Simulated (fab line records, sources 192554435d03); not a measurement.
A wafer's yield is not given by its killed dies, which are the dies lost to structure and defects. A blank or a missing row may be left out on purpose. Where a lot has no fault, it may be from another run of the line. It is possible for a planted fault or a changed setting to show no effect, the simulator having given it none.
8D (eight disciplines) problem report, filled in by code -- flow n5-finfet -- the parts of the form that need people (team, actions taken, sign-off) are left out

== 1. WHAT IS WRONG ==
A mean of 16070 W is read at N5_BEOL_M14_SPUTTER_44 for cathode-dc-power-W, taken on 1 wafer of 1 lot, against 14999 W (standard deviation 2.9) on wafers free of any fault. So: +99 or more standard deviations from the usual mean.
The step: material Ta, target thk 15 nm, time 24.19 s.
Seen first at day 15 08:42 on pvd-sputter-01, wafer L222.2. Wafers with a number at this step in the record: 31, from 11 lots. Rule for "out" (also "out of limits"): further than 4 standard deviations from the usual mean. All remaining wafers that have a number are taken as sound.

== 2. WHAT IT IS; WHAT IT IS NOT ==
question,is,is not
which readings at this step,cathode-dc-power-W,throttle-valve-pct
which lots,L222,"L211, L212, L213, L225, L226, L228, L229, L232, L233, L234"
which wafers of those lots,L222.2,"L222.3, L222.5"
read on which tools,pvd-sputter-01,"pvd-sputter-02, pvd-sputter-03"
when,from day 15 08:42,"up to then (11 sound wafers); but 19 sound wafers of L225, L226, L228, L229, L232, L233, L234 came after"

== 3. THE SUSPECTS, EACH WITH WHAT RULES IT OUT ==
Counting: any tool at a process step up to the reading remains a suspect provided it ran every lot that is out. Sound lots after the first of them don't rule it out here, since some wafers of a struck lot are sound.
- rie-diel-03 at N5_BEOL_M14_ETCH_67 (etches SiARC in CF4, target depth 143 nm, time 238.3 s): kept. It ran the lot that is out, L222 (day 15 07:11); its last sound lot up to then is L212 (day 12 22:50).
- rie-diel-01 at N5_BEOL_M14_ETCH_38 (etches SiCN in CF4/N2, target depth 106.5 nm, time 120.6 s): kept. It ran the lot that is out, L222 (day 15 08:42). N5_BEOL_M14_ETCH_38: start missing for some lots; hours and lot order therefore follow N5_BEOL_M14_SPUTTER_44.
- pvd-sputter-01 at N5_BEOL_M14_SPUTTER_44 (material Ta, target thk 15 nm, time 24.19 s): kept. It ran the lot that is out, L222 (day 15 08:42); its last sound lot up to then is L212 (day 13 05:15). Its own cathode-dc-power-W readings are out on those wafers.
- In rie-diel-03 at N5_BEOL_M14_ETCH_67, the wafers that are out were processed in chamber 0 and their sound lot-mates in chambers 1, 2.
After the count, these remain: rie-diel-03 at N5_BEOL_M14_ETCH_67, rie-diel-01 at N5_BEOL_M14_ETCH_38 and pvd-sputter-01 at N5_BEOL_M14_SPUTTER_44.

== 4. THE CAUSE (what the simulator had put in) ==
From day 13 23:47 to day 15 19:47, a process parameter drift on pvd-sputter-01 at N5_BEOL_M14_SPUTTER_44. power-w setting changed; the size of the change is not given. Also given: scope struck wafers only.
3 suspects survive the count, and this tool is in that group.

== 5. THE EFFECT CHAIN, in route order ==
Each row: a reading whose mean over the struck wafers that have a number lies more than 3 standard deviations from the usual. Only readings for which the record gives a usual standard deviation are gone through. hours: the time from each lot's start at the first step in this table that gives one to its start at this step, as a median over the lots. sigmas: the change in usual standard deviations.
hours,step,reading,usual,on struck wafers,change,sigmas
0,N5_BEOL_M14_SPUTTER_44,cathode-dc-power-W,14999 W,16070,+1071,+99 or more
Process steps it contains:
- N5_BEOL_M14_SPUTTER_44: material Ta, target thk 15 nm, time 24.19 s.

== 6. HOW IT WOULD HAVE BEEN CAUGHT EARLIER ==
In this record no reading fell out of limits until day 15 08:42, 33 hours after the fault had begun at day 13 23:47.
